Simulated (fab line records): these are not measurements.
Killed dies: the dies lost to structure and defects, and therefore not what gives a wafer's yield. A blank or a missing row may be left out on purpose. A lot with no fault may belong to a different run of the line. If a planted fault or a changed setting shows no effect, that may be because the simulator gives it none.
Matching of chambers + flow n5_finfet + N5_BEOL_M11_PECVD_70 on pecvd-03: 3 sister chambers
The step deposits SiO2 from TEOS/O2, target thk 20 nm, time 22.7 s. 3 wafers are shown with their chamber, then 8 later ones without.

## WAFERS WITH THEIR CHAMBER
| wafer  | chamber | showerhead_plenum_p_Torr (Torr) |
|--------|---------|---------------------------------|
| L554.2 | 2       | 8.78                            |
| L554.5 | 1       | 8.71                            |
| L561.1 | 0       | 8.71                            |

## WAFERS MISSING THEIR CHAMBER
| wafer  | showerhead_plenum_p_Torr (Torr) |
|--------|---------------------------------|
| L561.2 | 8.77                            |
| L561.6 | 8.78                            |
| L560.1 | 8.73                            |
| L560.2 | 8.70                            |
| L560.6 | 8.71                            |
| L563.1 | 8.78                            |
| L563.2 | 8.70                            |
| L563.4 | 8.72                            |

## CHAMBER TAKEN BY EACH
| wafer  | from the rows above     | in truth |
|--------|-------------------------|----------|
| L561.2 | 2                       | 2        |
| L561.6 | 2                       | 2        |
| L560.1 | can't be placed: 0 or 1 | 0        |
| L560.2 | can't be placed: 0 or 1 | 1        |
| L560.6 | can't be placed: 0 or 1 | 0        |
| L563.1 | 2                       | 2        |
| L563.2 | can't be placed: 0 or 1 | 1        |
| L563.4 | can't be placed: 0 or 1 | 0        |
Placed correctly: 3 of 8. Can't be placed from these rows: 5 (the true chamber is among the candidates in 5). 0 placed wrongly.
How it was worked out, from the rows above alone: a wafer's distance from a chamber is the root of the sum, over the readings, of the square of ((its reading less the chamber's mean) divided by the reading's scatter). If the next closest chamber is less than 2 further off than the closest, the wafer can't be placed; otherwise it belongs to the closest. The mean given for a chamber averages the wafers shown for that chamber. The scatter (one wafer shown for each chamber): square how far every hidden wafer sits from the nearest shown wafer, average those squares and take the square root.
